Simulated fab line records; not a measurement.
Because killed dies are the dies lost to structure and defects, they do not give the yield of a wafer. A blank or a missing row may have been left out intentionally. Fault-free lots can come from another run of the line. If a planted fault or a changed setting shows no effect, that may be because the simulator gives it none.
Matching of chambers :: flow nand harc :: pecvd-02 running NHARC_A_CONTACT_DEP_58: 3 sister chambers
The step deposits SiON, target thk 60 nm. 3 wafers are shown with their chamber, then 12 later ones without.

== EACH WAFER AND ITS CHAMBER ==
wafer: L086.4
chamber: 0
heater power w (W): 727

wafer: L085.3
chamber: 2
heater power w (W): 883

wafer: L085.5
chamber: 1
heater power w (W): 657

== WAFERS WHOSE CHAMBER IS MISSING ==
wafer: L089.1
heater power w (W): 679

wafer: L089.5
heater power w (W): 703

wafer: L089.6
heater power w (W): 663

wafer: L091.3
heater power w (W): 783

wafer: L091.5
heater power w (W): 780

wafer: L091.6
heater power w (W): 735

wafer: L088.3
heater power w (W): 669

wafer: L088.4
heater power w (W): 681

wafer: L088.6
heater power w (W): 682

wafer: L090.1
heater power w (W): 928

wafer: L090.2
heater power w (W): 762

wafer: L090.3
heater power w (W): 701

== EACH ONE'S CHAMBER ==
wafer: L089.1
from the rows above: can't be placed: 1 or 0
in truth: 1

wafer: L089.5
from the rows above: can't be placed: 0 or 1
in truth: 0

wafer: L089.6
from the rows above: can't be placed: 1 or 0
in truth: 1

wafer: L091.3
from the rows above: can't be placed: 0 or 2
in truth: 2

wafer: L091.5
from the rows above: can't be placed: 0 or 2
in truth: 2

wafer: L091.6
from the rows above: 0
in truth: 0

wafer: L088.3
from the rows above: can't be placed: 1 or 0
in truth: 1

wafer: L088.4
from the rows above: can't be placed: 1 or 0
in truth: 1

wafer: L088.6
from the rows above: can't be placed: 1 or 0
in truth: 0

wafer: L090.1
from the rows above: 2
in truth: 2

wafer: L090.2
from the rows above: 0
in truth: 0

wafer: L090.3
from the rows above: can't be placed: 0 or 1
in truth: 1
Correct placement for 3 of the 12. From these rows, 9 cannot be placed; in 9 the true chamber is one of the candidates. Number placed wrongly: 0.
How it was worked out, from the rows above alone: a wafer's distance from a chamber is the root of the sum, over the readings, of the square of ((its reading less the chamber's mean) divided by the reading's scatter). If the next closest chamber is less than 2 further off than the closest, the wafer can't be placed; otherwise it belongs to the closest. For every chamber, the mean is computed from those of its wafers that are shown. The scatter: root of mean squared gap, hidden wafer to nearest shown wafer, with one shown wafer a chamber.
